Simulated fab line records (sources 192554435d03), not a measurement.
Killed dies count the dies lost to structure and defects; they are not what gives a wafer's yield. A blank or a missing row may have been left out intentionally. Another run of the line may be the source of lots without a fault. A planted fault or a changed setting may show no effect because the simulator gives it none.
fab line records    flow n5-finfet
record: lots: 7  wafers: 21
route steps=1938 shown BEOL_M2@879 BEOL_M3@959 BEOL_M4@1053 BEOL_M5@1112
start-h: hours from the record's opening day to when the first of the lot's shown wafers began    wait-h: hours elapsed since this lot's preceding step    " the same as in the row above    L1.1+2: a single row standing in for several wafers    - either no value or no given start    * or withheld: withheld    < > ~ a bound
route shown NAME@n: names a module that has steps shown in the file, with the first one's number in the route    usual: average and standard deviation across the fault-free wafers    same: alike in all rows    chamber/n: place in a boat    sites: per-site readings    _std_site: the values' standard deviation    _edge_site: outer sites' mean less inner sites'    radius-mm: how far each site lies from the wafer's centre    mask NAME#n: copy n    behind: the last tool/chamber to shape the wafer    hold: reason for holding the lot/hours on hold/outcome of the hold    device: which transistor (n, p or np) failed to switch    end of line: at the end of the route, the tests of the same wafers    for a step that has no rows: nothing shown but its recipe    killed: dies that structure and defects cost at the first sort, which is not the same as the wafer's yield    map: a wafer's dies, x killed, . not, _ none there
set.NAME: setting as actually run; set.NAME@STEP: the setting as run at that earlier step    model.NAME: the simulator's own value behind a step, which no gauge read
lots whose settings were changed on purpose; a table a step, a row a wafer
== steps ==
step: N5_BEOL_M2_DESCUM_33
recipe: chemistry: O2  time-s: 7  source-power-w: 50  bias-power-w: 20  pressure-mtorr: 20  rf-frequency-hz: 2.712e+07  temp-c: 40  resist: CAR-EUV  o2-flow-sccm: 225
lot.wafer   tool         chamber  start-h  wait-h  set.time-s  model.CAR-EUV_of_BEOL_M2_COAT_22.thk-nm
L074.2+3+4  rie-diel-04  2,0,1    136.27   0.0     7           26.2
L076.1      rie-diel-02  2        147.18   0.3     7           26
L076.2+5    "            0        "        "       5.605       26.8
L084.3+6    rie-diel-02  1,0      201.06   0.1     7           26
L084.5      "            3        "        "       6.365       26.4
L085.1+5+6  rie-diel-02  0,0,3    207.73   0.3     7           26
L092.1      rie-diel-01  2        243.43   0.1     7           26.2
L092.2      "            1        "        "       5.898       26.6
L092.3      "            0        "        "       5.898       26.8
L093.2+4    rie-diel-01  2,0      247.08   0.0     7           26
L093.3      "            0        "        "       8.428       25.2
L091.1+5    rie-diel-02  0        281.61   0.2     7           26
L091.6      "            3        "        "       7.426       25.8
step: N5_BEOL_M2_ETCH_77
recipe: chemistry: N2/H2  target: underlayer  target-depth-a: 65  mask-material: CAR-EUV  time-s: 5.2  ion-energy-ev: 200  pressure-mtorr: 30  source-w: 840  bias-w: 150  n2-flow-sccm: 200  h2-flow-sccm: 200  ends: cleared
lot.wafer   tool         chamber  start-h  wait-h  set.time-s@BEOL_M2_DESCUM_33  model.CAR-EUV_of_BEOL_M2_COAT_22.thk-nm
L074.2+3+4  rie-diel-04  2,0,1    136.30   0.0     7                             20.4
L076.1      rie-diel-02  2        147.21   0.0     7                             20.2
L076.2+5    "            0        "        "       5.605                         21
L084.3+6    rie-diel-02  1,0      201.10   0.0     7                             20.2
L084.5      "            3        "        "       6.365                         20.6
L085.1+5    rie-diel-02  0        207.76   0.0     7                             20.4
L085.6      "            3        "        "       7                             20.2
L092.1      rie-diel-01  2        243.47   0.0     7                             20.4
L092.2+3    "            1,0      "        "       5.898                         21
L093.2+4    rie-diel-01  2,0      247.11   0.0     7                             20.2
L093.3      "            0        "        "       8.428                         19.4
L091.1+5    rie-diel-02  0        281.64   0.0     7                             20.2
L091.6      "            3        "        "       7.426                         20
step: N5_BEOL_M2_ETCH_69
recipe: chemistry: CF4  target: SiARC  target-depth-a: 156  mask-material: CAR-EUV  time-s: 26  ion-energy-ev: 80  pressure-mtorr: 40  source-w: 545  bias-w: 36  Ar_flow_sccm: 100  cf4-flow-sccm: 100  ends: cleared
usual: rf-vpp-V: 184.1/1
lot.wafer  tool         chamber  start-h  wait-h  set.bias-w  set.time-s@BEOL_M2_DESCUM_33  rf-vpp-V  model.CAR-EUV_of_BEOL_M2_COAT_22.thk-nm
L074.2     rie-diel-04  2        136.32   0.0     36          7                             183.4     11.2
L074.3     "            0        "        "       36          7                             182.6     11.2
L074.4     "            1        "        "       36          7                             184.6     11.2
L076.1     rie-diel-02  2        147.23   0.0     36          7                             186.2     11
L076.2     "            0        "        "       32.88       5.605                         173.2     11.8
L076.5     "            0        "        "       36          5.605                         184.0     11.8
L084.3     rie-diel-02  1        201.11   0.0     36          7                             184.6     11
L084.5     "            3        "        "       37.72       6.365                         190.2     11.6
L084.6     "            0        "        "       36          7                             185.6     11
L085.1     rie-diel-02  0        207.78   0.0     36          7                             185.7     11.2
L085.5     "            0        "        "       36          7                             183.7     11
L085.6     "            3        "        "       36          7                             185.1     11
L092.1     rie-diel-01  2        243.48   0.0     36          7                             183.2     11.2
L092.2     "            1        "        "       40.92       5.898                         199.3     11.8
L092.3     "            0        "        "       40.92       5.898                         198.3     11.8
L093.2     rie-diel-01  2        247.13   0.0     36          7                             184.6     11
L093.3     "            0        "        "       31.89       8.428                         169.5     10.4
L093.4     "            0        "        "       36          7                             182.8     11
L091.1     rie-diel-02  0        281.66   0.0     36          7                             183.8     11
L091.5     "            0        "        "       39.2        7                             195.5     11
L091.6     "            3        "        "       36          7.426                         184.4     10.8
step: N5_BEOL_M2_ALD_98
recipe: material: SiO2  target-thk-a: 25  temp-c: 100  ald-precursor-family: BDEAS  ald-co-reactant: O2-plasma  pulse-time-s: 1  co-reactant-pulse-time-s: 1  purge-time-s: 2  co-reactant-purge-time-s: 2  ald-cycles: 17  pressure-torr: 2
step: N5_BEOL_M2_ETCHBACK_99
recipe: chemistry: CHF3  target: SiO2  target-depth-a: 50  time-s: 10.4  source-w: 215  bias-w: 47  Ar_flow_sccm: 200  CHF3_flow_sccm: 12  ion-energy-ev: 100  pressure-mtorr: 30
lot.wafer  tool         chamber  start-h  wait-h  set.time-s@BEOL_M2_DESCUM_33  model.CAR-EUV_of_BEOL_M2_COAT_22.thk-nm
L074.2     rie-diel-01  3        144.32   7.9     7                             10.6
L074.3+4   "            1,0      "        "       7                             10.4
L076.1     rie-diel-02  1        153.76   6.4     7                             10.2
L076.2+5   "            0,1      "        "       5.605                         11.2
L084.3+6   rie-diel-01  1,0      210.41   9.2     7                             10.4
L084.5     "            1        "        "       6.365                         10.8
L085.1+5   rie-diel-02  3,0      218.95   11.0    7                             10.4
L085.6     "            3        "        "       7                             10.2
L092.1     rie-diel-02  1        249.32   5.7     7                             10.4
L092.2+3   "            0,2      "        "       5.898                         11
L093.2     rie-diel-01  1        253.98   6.6     7                             10.4
L093.3     "            0        "        "       8.428                         9.6
L093.4     "            1        "        "       7                             10.2
L091.1+5   rie-diel-02  1,0      285.67   3.9     7                             10.2
L091.6     "            3        "        "       7.426                         10.2
step: N5_BEOL_M3_COAT_76
recipe: resist: underlayer  temp-c: 205  time-s: 60  spin-rpm: 1500  resist-thk-nm: 5
lot.wafer   tool            chamber  start-h  wait-h  set.spin-rpm
L074.2      litho-track-03  0        -        -       1500
L074.3+4    "               0        "        "       1369
L076.1      litho-track-02  0        -        -       1433
L076.2+5    "               0        "        "       1500
L084.3+5+6  litho-track-03  0        -        -       1500
L085.1+5+6  litho-track-01  0        -        -       1500
L092.1+2    litho-track-03  0        -        -       1639
L092.3      "               0        "        "       1500
L093.2      litho-track-02  0        -        -       1426
L093.3+4    "               0        "        "       1500
L091.1+6    litho-track-03  0        -        -       1500
L091.5      "               0        "        "       1579
step: N5_BEOL_M3_EXPOSE_25
recipe: mask-id: V2  na: 0.33  source-shape: quasar  sigma-inner: 0.2  sigma-outer: 0.8  polarization: unpolarized  defocus-nm: 5  dose-mj: 63
lot.wafer   tool            chamber  start-h  wait-h  mask  set.dose-mj
L074.2+3+4  euv-scanner-01  0        152.79   -       V2#0  63
L076.1+2+5  euv-scanner-02  0        161.82   -       V2#0  63
L084.3+6    euv-scanner-02  0        217.33   -       V2#0  60.55
L084.5      "               0        "        "       V2#0  63
L085.1+5+6  euv-scanner-01  0        227.64   -       V2#0  63
L092.1+2    euv-scanner-01  0        259.44   -       V2#0  63
L092.3      "               0        "        "       V2#0  66.58
L093.2+3    euv-scanner-01  0        260.05   -       V2#0  61.48
L093.4      "               0        "        "       V2#0  63
L091.1+5    euv-scanner-01  0        291.85   -       V2#0  63
L091.6      "               0        "        "       V2#0  67.17
step: N5_BEOL_M3_PEB_26
recipe: peb-temp-c: 100  peb-time-s: 60  resist: CAR-EUV
step: N5_BEOL_M3_DEVELOP_27
recipe: develop-time-s: 30  developer: TMAH  resist: CAR-EUV  rinse-liquid: surfactant-rinse  dry: air-spin  dev-temp-c: 23
step: N5_BEOL_M3_DESCUM_33
recipe: chemistry: O2  time-s: 7  source-power-w: 50  bias-power-w: 20  pressure-mtorr: 20  rf-frequency-hz: 2.712e+07  temp-c: 40  resist: CAR-EUV  o2-flow-sccm: 225
step: N5_BEOL_M3_ETCH_77
recipe: chemistry: N2/H2  target: underlayer  target-depth-a: 65  mask-material: CAR-EUV  time-s: 5.2  ion-energy-ev: 200  pressure-mtorr: 30  source-w: 840  bias-w: 150  n2-flow-sccm: 200  h2-flow-sccm: 200  ends: cleared
lot.wafer  tool         chamber  start-h  wait-h  set.spin-rpm@BEOL_M3_COAT_76  model.etch.depth-nm
L074.2     rie-diel-06  0        153.91   0.0     1500                          5.001
L074.3     "            3        "        "       1369                          5.224
L074.4     "            2        "        "       1369                          5.229
L076.1     rie-diel-05  2        162.94   0.0     1433                          5.124
L076.2     "            0        "        "       1500                          5.018
L076.5     "            3        "        "       1500                          5.01
L084.3     rie-diel-03  3        217.61   0.0     1500                          5
L084.5     "            0        "        "       1500                          5.008
L084.6     "            3        "        "       1500                          5.005
L085.1+6   rie-diel-03  2,0      227.94   0.0     1500                          5.019
L085.5     "            1        "        "       1500                          5.008
L092.1     rie-diel-03  3        259.75   0.0     1639                          4.776
L092.2     "            2        "        "       1639                          4.787
L092.3     "            0        "        "       1500                          4.997
L093.2     rie-diel-06  2        260.34   0.0     1426                          5.127
L093.3     "            0        "        "       1500                          4.992
L093.4     "            1        "        "       1500                          4.979
L091.1     rie-diel-03  3        292.16   0.0     1500                          4.993
L091.5     "            2        "        "       1579                          4.866
L091.6     "            1        "        "       1500                          4.987
step: N5_BEOL_M4_EXPOSE_25
recipe: mask-id: V3  na: 0.33  source-shape: quasar  sigma-inner: 0.2  sigma-outer: 0.8  polarization: unpolarized  defocus-nm: 5  dose-mj: 63
lot.wafer   tool            chamber  start-h  wait-h  mask  set.dose-mj
L074.2+3    euv-scanner-02  0        163.81   -       V3#0  60.34
L074.4      "               0        "        "       V3#0  63
L076.1+2+5  euv-scanner-02  0        176.45   -       V3#0  63
L084.3+5    euv-scanner-02  0        224.52   -       V3#0  60.2
L084.6      "               0        "        "       V3#0  63
L085.1+5+6  euv-scanner-02  0        235.01   -       V3#0  63
L092.1+2    euv-scanner-02  0        275.07   -       V3#0  58.9
L092.3      "               0        "        "       V3#0  63
L093.2+3+4  euv-scanner-01  0        276.45   -       V3#0  63
L091.1+5    euv-scanner-02  0        310.42   -       V3#0  60.65
L091.6      "               0        "        "       V3#0  63
step: N5_BEOL_M4_PEB_26
recipe: peb-temp-c: 100  peb-time-s: 60  resist: CAR-EUV
step: N5_BEOL_M4_DEVELOP_27
recipe: develop-time-s: 30  developer: TMAH  resist: CAR-EUV  rinse-liquid: surfactant-rinse  dry: air-spin  dev-temp-c: 23
step: N5_BEOL_M4_CD_MEAS_28
recipe: target-cd-nm: 26.2  landing-energy-ev: 500  detector: se-inlens  target-cd-y-nm: 24.1  polarity: opening
usual: cd-nm: 26.13/0.23
lot.wafer  tool       chamber  start-h  wait-h  set.dose-mj@BEOL_M4_EXPOSE_25  cd-nm
L074.2     cd-sem-02  0        163.95   -       60.34                          25.20
L074.3     "          0        "        "       60.34                          24.97
L074.4     "          0        "        "       63                             26.26
L076.1     cd-sem-01  0        176.59   -       63                             26.19
L076.2     "          0        "        "       63                             26.14
L076.5     "          0        "        "       63                             26.46
L084.3     cd-sem-01  0        224.65   -       60.2                           25.22
L084.5     "          0        "        "       60.2                           25.32
L084.6     "          0        "        "       63                             26.13
L085.1     cd-sem-01  0        235.15   -       63                             26.41
L085.5     "          0        "        "       63                             25.85
L085.6     "          0        "        "       63                             26.21
L092.1     cd-sem-01  0        275.21   -       58.9                           24.74
L092.2     "          0        "        "       58.9                           24.79
L092.3     "          0        "        "       63                             25.86
L093.2     cd-sem-02  0        276.58   -       63                             26.04
L093.3     "          0        "        "       63                             25.92
L093.4     "          0        "        "       63                             26.11
L091.1     cd-sem-02  0        310.57   -       60.65                          25.24
L091.5     "          0        "        "       60.65                          24.98
L091.6     "          0        "        "       63                             26.27
step: N5_BEOL_M4_ETCH_70
recipe: chemistry: N2/H2  target: SOC  target-depth-a: 800  overetch-a: 240  mask-material: SiARC  temp-c: 40  time-s: 130  ion-energy-ev: 200  pressure-mtorr: 30  source-w: 840  bias-w: 150  n2-flow-sccm: 200  h2-flow-sccm: 200
usual: rf-vpp-V: 524.1/1.8
lot.wafer  tool         chamber  start-h  wait-h  set.bias-w  rf-vpp-V  model.SiARC_of_BEOL_M4_COAT_68.thk-nm
L074.2     rie-diel-04  3        171.02   0.0     150         525.7     5.6
L074.3     "            2        "        "       150         523.9     6
L074.4     "            1        "        "       150         525.1     5.6
L076.1     rie-diel-01  0        177.91   0.0     134         485.6     7
L076.2     "            3        "        "       134         488.9     6.8
L076.5     "            2        "        "       134         487.0     6.8
L084.3     rie-diel-01  0        229.50   0.0     150         518.6     6.2
L084.5     "            0        "        "       150         518.5     6.2
L084.6     "            1        "        "       150         526.6     5.8
L085.1     rie-diel-04  2        240.83   0.0     150         524.5     6
L085.5     "            1        "        "       150         523.6     5.6
L085.6     "            2        "        "       150         522.8     6
L092.1     rie-diel-04  2        276.49   0.0     126.4       469.4     7.2
L092.2     "            1        "        "       150         523.9     5.6
L092.3     "            3        "        "       126.4       472.2     6.8
L093.2     rie-diel-02  3        279.73   0.0     150         522.6     6
L093.3     "            0        "        "       150         525.8     6.2
L093.4     "            1        "        "       150         523.6     6
L091.1     rie-diel-04  2        313.87   0.0     150         523.9     6.2
L091.5     "            2        "        "       160.7       548.0     5.6
L091.6     "            1        "        "       160.7       547.2     5.2
step: N5_BEOL_M5_ILD_DEP_00
recipe: material: SiCOH_lowk  target-thk-a: 1406.4  temp-c: 300  precursor: DEMS/porogen  pressure-torr: 5  rf-w: 500  time-s: 25.9
lot.wafer  tool      chamber  start-h  wait-h  set.time-s  model.SiCOH_lowk_of_BEOL_M5_ILD_DEP_00.thk-nm
L074.2     pecvd-03  2        176.21   0.7     27.69       149.2
L074.3     "         1        "        "       25.9        137
L074.4     "         2        "        "       27.69       152
L076.1     pecvd-04  0        187.00   0.8     25.9        140
L076.2     "         1        "        "       22.39       122
L076.5     "         2        "        "       22.39       123.6
L084.3     pecvd-03  0        235.93   0.5     22.18       120.2
L084.5     "         2        "        "       25.9        142.4
L084.6     "         0        "        "       22.18       121
L085.1     pecvd-02  0        247.01   0.8     25.9        138
L085.5     "         0        "        "       25.9        139.8
L085.6     "         1        "        "       25.9        139
L092.1     pecvd-03  1        281.90   0.9     28.83       155.4
L092.2     "         2        "        "       25.9        142
L092.3     "         0        "        "       25.9        139.4
L093.2     pecvd-04  1        285.10   0.7     27.45       149.6
L093.3     "         0        "        "       25.9        143.4
L093.4     "         1        "        "       25.9        145.2
L091.1     pecvd-02  2        321.11   0.8     25.9        139.8
L091.5     "         2        "        "       24.92       137.8
L091.6     "         1        "        "       24.92       135.2
step: N5_BEOL_M5_CURE_79
recipe: temp-c: 385  time-s: 240  ambient: He/Ar  material: SiCOH_lowk
lot.wafer  tool        chamber  start-h  wait-h  set.time-s@BEOL_M5_ILD_DEP_00  model.SiCOH_lowk_of_BEOL_M5_ILD_DEP_00.thk-nm
L074.2     uv-cure-03  0        176.35   0.1     27.69                          128.4
L074.3     "           0        "        "       25.9                           117.8
L074.4     "           0        "        "       27.69                          130.8
L076.1     uv-cure-03  1        187.06   0.0     25.9                           120.4
L076.2     "           1        "        "       22.39                          104.8
L076.5     "           1        "        "       22.39                          106.2
L084.3     uv-cure-01  2        236.15   0.2     22.18                          103.4
L084.5     "           2        "        "       25.9                           122.4
L084.6     "           2        "        "       22.18                          104
L085.1     uv-cure-01  1        247.07   0.0     25.9                           118.6
L085.5     "           1        "        "       25.9                           120.4
L085.6     "           1        "        "       25.9                           119.4
L092.1     uv-cure-01  1        281.96   0.0     28.83                          133.8
L092.2     "           1        "        "       25.9                           122.2
L092.3     "           1        "        "       25.9                           120
L093.2     uv-cure-02  1        285.24   0.1     27.45                          128.8
L093.3     "           1        "        "       25.9                           123.4
L093.4     "           1        "        "       25.9                           125
L091.1     uv-cure-03  2        321.17   0.0     25.9                           120.4
L091.5     "           2        "        "       24.92                          118.4
L091.6     "           2        "        "       24.92                          116.4
step: N5_BEOL_M5_THK_MEAS_01
recipe: reads: SiCOH_lowk_of_BEOL_M5_ILD_DEP_00
usual: M5_ILD_THK: 121.2/1.7
lot.wafer  tool           chamber  start-h  wait-h  set.time-s@BEOL_M5_ILD_DEP_00  M5_ILD_THK[nm]
L074.2     film-metro-01  -        176.78   0.4     27.69                          128.4
L074.3     "              -        "        "       25.9                           117.8
L074.4     "              -        "        "       27.69                          131.0
L076.1     film-metro-01  -        187.57   0.4     25.9                           120.3
L076.2     "              -        "        "       22.39                          104.9
L076.5     "              -        "        "       22.39                          106.2
L084.3     film-metro-01  -        236.50   0.3     22.18                          103.4
L084.5     "              -        "        "       25.9                           122.5
L084.6     "              -        "        "       22.18                          104.0
L085.1     film-metro-02  -        247.59   0.4     25.9                           118.8
L085.5     "              -        "        "       25.9                           120.4
L085.6     "              -        "        "       25.9                           119.6
L092.1     film-metro-01  -        282.95   0.8     28.83                          133.9
L092.2     "              -        "        "       25.9                           122.2
L092.3     "              -        "        "       25.9                           120.0
L093.2     film-metro-01  -        285.67   0.4     27.45                          128.8
L093.3     "              -        "        "       25.9                           123.3
L093.4     "              -        "        "       25.9                           125.0
L091.1     film-metro-02  -        322.17   0.8     25.9                           120.3
L091.5     "              -        "        "       24.92                          118.4
L091.6     "              -        "        "       24.92                          116.4
== key ==
split: step: N5_BEOL_M2_DESCUM_33  setting: time-s  stated: 7  by: wafer
response: step: N5_BEOL_M2_DESCUM_33  reading: model.CAR-EUV_of_BEOL_M2_COAT_22.thk-nm  change: -0.0381  per: 1%  r: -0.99
response: step: N5_BEOL_M2_ETCH_77  reading: model.CAR-EUV_of_BEOL_M2_COAT_22.thk-nm  change: -0.0394  per: 1%  r: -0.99
response: step: N5_BEOL_M2_ETCH_69  reading: model.CAR-EUV_of_BEOL_M2_COAT_22.thk-nm  change: -0.0375  per: 1%  r: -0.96
response: step: N5_BEOL_M2_ETCHBACK_99  reading: model.CAR-EUV_of_BEOL_M2_COAT_22.thk-nm  change: -0.0401  per: 1%  r: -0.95
split: step: N5_BEOL_M2_ETCH_69  setting: bias-w  stated: 36  by: wafer
response: step: N5_BEOL_M2_ETCH_69  reading: rf-vpp-V  change: +1.22  per: 1%  r: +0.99
split: step: N5_BEOL_M3_COAT_76  setting: spin-rpm  stated: 1500  by: wafer
response: step: N5_BEOL_M3_ETCH_77  reading: model.etch.depth-nm  change: -0.0248  per: 1%  r: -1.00
split: step: N5_BEOL_M3_EXPOSE_25  setting: dose-mj  stated: 63  by: wafer
response none clear
split: step: N5_BEOL_M4_EXPOSE_25  setting: dose-mj  stated: 63  by: wafer
response: step: N5_BEOL_M4_CD_MEAS_28  reading: cd-nm  change: +0.215  per: 1%  r: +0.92
split: step: N5_BEOL_M4_ETCH_70  setting: bias-w  stated: 150  by: wafer
response: step: N5_BEOL_M4_ETCH_70  reading: rf-vpp-V  change: +3.37  per: 1%  r: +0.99
response: step: N5_BEOL_M4_ETCH_70  reading: model.SiARC_of_BEOL_M4_COAT_68.thk-nm  change: -0.0929  per: 1%  r: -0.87
split: step: N5_BEOL_M5_ILD_DEP_00  setting: time-s  stated: 25.9  by: wafer
response: step: N5_BEOL_M5_ILD_DEP_00  reading: model.SiCOH_lowk_of_BEOL_M5_ILD_DEP_00.thk-nm  change: +1.38  per: 1%  r: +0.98
response: step: N5_BEOL_M5_CURE_79  reading: model.SiCOH_lowk_of_BEOL_M5_ILD_DEP_00.thk-nm  change: +1.19  per: 1%  r: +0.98
response: step: N5_BEOL_M5_THK_MEAS_01  reading: M5_ILD_THK  change: +1.19  per: 1%  r: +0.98
